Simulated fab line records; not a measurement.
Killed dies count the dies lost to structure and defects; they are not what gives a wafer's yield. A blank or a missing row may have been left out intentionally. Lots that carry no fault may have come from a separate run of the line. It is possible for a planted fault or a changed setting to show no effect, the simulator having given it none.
Comparing a struck lot with a sound one ; flow n5Finfet ; 15 steps out of a route of 1938
Sound: these wafers, L223.2, L223.3, L223.6. Struck: wafers L217.5, L217.6 (left out: L217.3, a lot-mate that was not struck); the cause follows at the end.
Per side, at each step with rows, come the tool, then ch with its chambers, and then its first start. Under that, the readings that differ: sound wafers ; struck wafers ; difference of the means ; sigmas: that difference in standard deviations of wafers without a fault.
alike: words and numbers the same on both sides, and readings whose means are apart by under 2 such deviations; not compared: readings that were withheld, readings missing a value for some wafer, numbers with overlapping values and no deviation given by the record, and bounds like >300 which may hide the same value.
The two part at a step that has a row with sigmas, a row that says differs or no value, or rows on one side only. Numbers that don't overlap but have no deviation are shown without sigmas and don't part them. A reading missing from all wafers of one side parts the sides only when that side holds two or more wafers.

first, 7 steps without rows for these wafers: N5_BEOL_M12_COAT_22 (resist thk 300 nm); N5_BEOL_M12_EBR_24; N5_BEOL_M12_SOFTBAKE_23 (time 60 s); N5_BEOL_M12_EXPOSE_25 (exposes mask M12); N5_BEOL_M12_PEB_26 (peb time 90 s); N5_BEOL_M12_DEVELOP_27 (develop time 45 s); N5_BEOL_M12_HARDBAKE_32 (time 120 s).
N5_BEOL_M12_CD_MEAS_28 targets a cd of 160.2 nm.
  sound on cdSem-01 ch 0, day 14 16:49; struck on cdSem-02 ch 0, day 13 00:05
reading;sound;struck;difference;sigmas
cdNm (nm);157.5 158.5 158.5;161.2 160.9;+2.9;+2
N5_BEOL_M12_OVL_MEAS_29:
  sound on overlay-02 ch 0, day 14 16:51; struck on overlay-02 ch 0, day 13 00:07
  alike: M12_OVL
N5_BEOL_M12_INSPECT_30: inspects for defects (macro).
  sound on defectInspect-01 at day 14 16:52; struck on defectInspect-01 at day 13 00:08
  alike: rawDefectCount
N5_BEOL_M12_DESCUM_33: chemistry O2, time 7.9 s.
  sound on rieDiel-04 ch 0, day 14 17:19; struck on rieDiel-06 ch 0,3, day 13 00:10
  alike: drypumpMotorCurrentA, oesProductAu, rfVppV, showerheadPlenumPTorr, throttleValvePct
  not compared: rfHoursCounterH
N5_BEOL_M12_ETCH_67: etches SiARC in CF4, target depth 143 nm, time 238.3 s.
  sound on rieDiel-04 ch 0, day 14 17:22; struck on rieDiel-06 ch 0,3, day 13 00:12
  alike: biasW, cf4FlowSccm, drypumpMotorCurrentA, etchRfOnTimeS, oesProductAu, rfVppV, showerheadPlenumPTorr, throttleValvePct
  not compared: rfHoursCounterH
N5_BEOL_M12_ETCH_68: etches SOC in N2/H2, time 285 s.
  sound on rieDiel-04 ch 0, day 14 17:35; struck on rieDiel-06 ch 0,3, day 13 00:21
reading;sound;struck;difference;sigmas
model.SiARC_of_BEOL_M12_COAT_66.thkNm (nm);85.6 85.6 85.4;84.2 83.6;-1.6;
  alike: biasW, drypumpMotorCurrentA, oesProductAu, rfVppV, showerheadPlenumPTorr, throttleValvePct
  not compared: rfHoursCounterH
then, 2 steps without rows for these wafers: N5_BEOL_M12_STRIP_69 (strips in N2/H2); N5_PASSIVATION_PROBE_49.

## WHERE THEY PART
Within this record, at N5_BEOL_M12_CD_MEAS_28 only. Later steps at which nothing parts them and some readings are alike: N5_BEOL_M12_OVL_MEAS_29, N5_BEOL_M12_INSPECT_30, N5_BEOL_M12_DESCUM_33, N5_BEOL_M12_ETCH_67, N5_BEOL_M12_ETCH_68.

WHY: what the simulator had put in
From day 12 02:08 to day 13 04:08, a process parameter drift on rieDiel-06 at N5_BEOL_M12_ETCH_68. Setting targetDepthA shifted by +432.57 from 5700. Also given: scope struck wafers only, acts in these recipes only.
